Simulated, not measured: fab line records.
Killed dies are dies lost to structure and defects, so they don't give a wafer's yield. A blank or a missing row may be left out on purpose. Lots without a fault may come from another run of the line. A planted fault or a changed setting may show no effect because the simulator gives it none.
A struck lot beside a sound one :: flow n5-finfet :: 16 steps out of a route of 1938
Sound: these wafers, L547.1, L547.3, L547.5. Struck: wafer L564.6 (L564.2, L564.4, from the same lot, were not struck and are left out); the cause is given at the end.
At each step with rows: each side's tool, then ch and its chambers, then its first start. Under that, the readings that differ: sound wafers :: struck wafers :: difference of the means :: sigmas: that difference in standard deviations of wafers without a fault.
alike: same words and numbers on both sides, and readings whose means sit less than 2 such deviations apart. not compared: any withheld reading, any reading some wafer has no value for, any bound like >300 that may hide the same value, and any number with overlapping values for which the record gives no deviation.
Wherever a step has rows on one side only, a row that says differs or no value, or a row with sigmas, the two part there. Non-overlapping numbers with no deviation appear without sigmas and do not part them. A reading that every wafer of one side lacks parts them only if that side has two wafers or more.

first, 8 steps without rows for these wafers: N5_MOL_CONTACT_COAG_COAT_104 (time 60 s, resist thk 12 nm); N5_MOL_CONTACT_COAG_COAT_58 (time 60 s, resist thk 10 nm); N5_MOL_CONTACT_COAG_COAT_02 (resist thk 30 nm); N5_MOL_CONTACT_COAG_EBR_04; N5_MOL_CONTACT_COAG_SOFTBAKE_03 (time 60 s); N5_MOL_CONTACT_COAG_EXPOSE_05 (exposes mask CA, defocus 0 nm); N5_MOL_CONTACT_COAG_PEB_06 (peb time 60 s); N5_MOL_CONTACT_COAG_DEVELOP_07 (develop time 30 s).
N5_MOL_CONTACT_COAG_CD_MEAS_08 targets a cd of 28 nm.
  sound on cd-sem-03 ch 0, day 5 10:53; struck on cd-sem-01 ch 0, day 9 17:05
  alike: cd-nm
N5_MOL_CONTACT_COAG_OVL_MEAS_09:
  sound on overlay-02 ch 0, day 5 10:56; struck on overlay-02 ch 0, day 9 17:07
  alike: CA_OVL
N5_MOL_CONTACT_COAG_INSPECT_10: inspects for defects (brightfield).
  struck on defect-inspect-02, day 9 17:11; sound on defect-inspect-02, day 5 10:59
  alike: raw-defect-count
N5_MOL_CONTACT_COAG_DESCUM_13: chemistry O2, time 7 s.
  sound on rie-diel-06 ch 1,2, day 5 11:01; struck on rie-diel-06 ch 1, day 9 17:13
  alike: bias-power-w, drypump-motor-current-A, oes-product-au, rf-vpp-V, showerhead-plenum-p-Torr, throttle-valve-pct
  not compared: rf-hours-counter-h
N5_MOL_CONTACT_COAG_ETCH_59: etches underlayer in N2/H2, target depth 13 nm, time 10.4 s.
  sound on rie-diel-06 ch 1,2, day 5 11:04; struck on rie-diel-06 ch 1, day 9 17:15
reading: etch-rf-on-time-s (s)
sound: 10.07 10.14 10.11
struck: 6.80
difference: -3.31
sigmas: -12
  alike: bias-w, drypump-motor-current-A, n2-flow-sccm, oes-product-au, rf-vpp-V, showerhead-plenum-p-Torr, throttle-valve-pct
  not compared: rf-hours-counter-h
N5_MOL_CONTACT_COAG_ETCH_105: etches SiARC in CF4, target depth 15.6 nm, time 26 s.
  sound on rie-diel-06 ch 1,2, day 5 11:05; struck on rie-diel-06 ch 1, day 9 17:16
  alike: bias-w, drypump-motor-current-A, etch-rf-on-time-s, oes-product-au, rf-vpp-V, showerhead-plenum-p-Torr, throttle-valve-pct
  not compared: rf-hours-counter-h
-- a jump in the record: the struck wafers' starts before and after are 3 days apart (it breaks off in module MOL_CONTACT_COAG and resumes in module BEOL_M4, where the first step shown is number 1111 of the route) --
N5_BEOL_M4_RC_MEAS_101:
  sound on prober-01 ch 0, day 8 13:43; struck on prober-02 ch 0, day 12 19:56
  alike: DIBL_N, DIBL_P, IOFF_N, IOFF_P, ION_N, ION_P, SS_N, SS_P, VT_N, VT_P
N5_PASSIVATION_PROBE_49:
  rows exist in the record for the sound wafers here (prober-01, day 12 07:46), none for the struck ones

## WHERE THEY PART
At N5_MOL_CONTACT_COAG_ETCH_59 first; at N5_PASSIVATION_PROBE_49 last (within this record only).

WHY: what had been put in by the simulator
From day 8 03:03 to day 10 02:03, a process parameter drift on rie-diel-06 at N5_MOL_CONTACT_COAG_ETCH_59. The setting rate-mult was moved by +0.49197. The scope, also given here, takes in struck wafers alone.
